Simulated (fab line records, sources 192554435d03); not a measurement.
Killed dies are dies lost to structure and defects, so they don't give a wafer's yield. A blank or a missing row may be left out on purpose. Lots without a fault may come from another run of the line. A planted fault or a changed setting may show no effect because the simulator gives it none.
Chamber matching | flow n5_finfet | N5_BEOL_M5_DEP_56 on pecvd-02: 3 sister chambers
The step deposits SiCN from 3MS/NH3, target thk 8 nm, time 14 s. 3 wafers are shown with their chamber, then 12 later ones without.

WAFERS WITH THEIR CHAMBER
wafer  | chamber | throttle_valve_pct (%)
L089.3 | 2       | 8.4
L091.1 | 0       | 9.4
L091.5 | 1       | 9.5

WAFERS WITHOUT THEIR CHAMBER
wafer  | throttle_valve_pct (%)
L093.1 | 9.2
L093.2 | 8.6
L093.5 | 9.4
L095.2 | 9.3
L095.4 | 9.7
L095.6 | 9.5
L096.1 | 8.2
L096.2 | 9.1
L096.6 | 8.3
L097.1 | 9.5
L097.2 | 9.4
L097.4 | 9.7

WHICH CHAMBER EACH WENT THROUGH
wafer  | from the rows above     | in truth
L093.1 | can't be placed: 0 or 1 | 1
L093.2 | 2                       | 2
L093.5 | can't be placed: 0 or 1 | 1
L095.2 | can't be placed: 0 or 1 | 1
L095.4 | can't be placed: 1 or 0 | 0
L095.6 | can't be placed: 1 or 0 | 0
L096.1 | 2                       | 2
L096.2 | can't be placed: 0 or 1 | 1
L096.6 | 2                       | 2
L097.1 | can't be placed: 1 or 0 | 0
L097.2 | can't be placed: 0 or 1 | 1
L097.4 | can't be placed: 1 or 0 | 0
Placed correctly: 3 of 12. Can't be placed from these rows: 9 (the true chamber is among the candidates in 9). Placed wrongly: 0.
How it was worked out, from the rows above alone: a wafer's distance from a chamber is the root of the sum, over the readings, of the square of ((its reading less the chamber's mean) divided by the reading's scatter). The wafer belongs to the nearest chamber; if the next one is less than 2 further off, it can't be placed. A chamber's mean is the mean of its shown wafers. The scatter: with one shown wafer a chamber, the root of the mean of the squares of how far each hidden wafer lies from its nearest shown one.
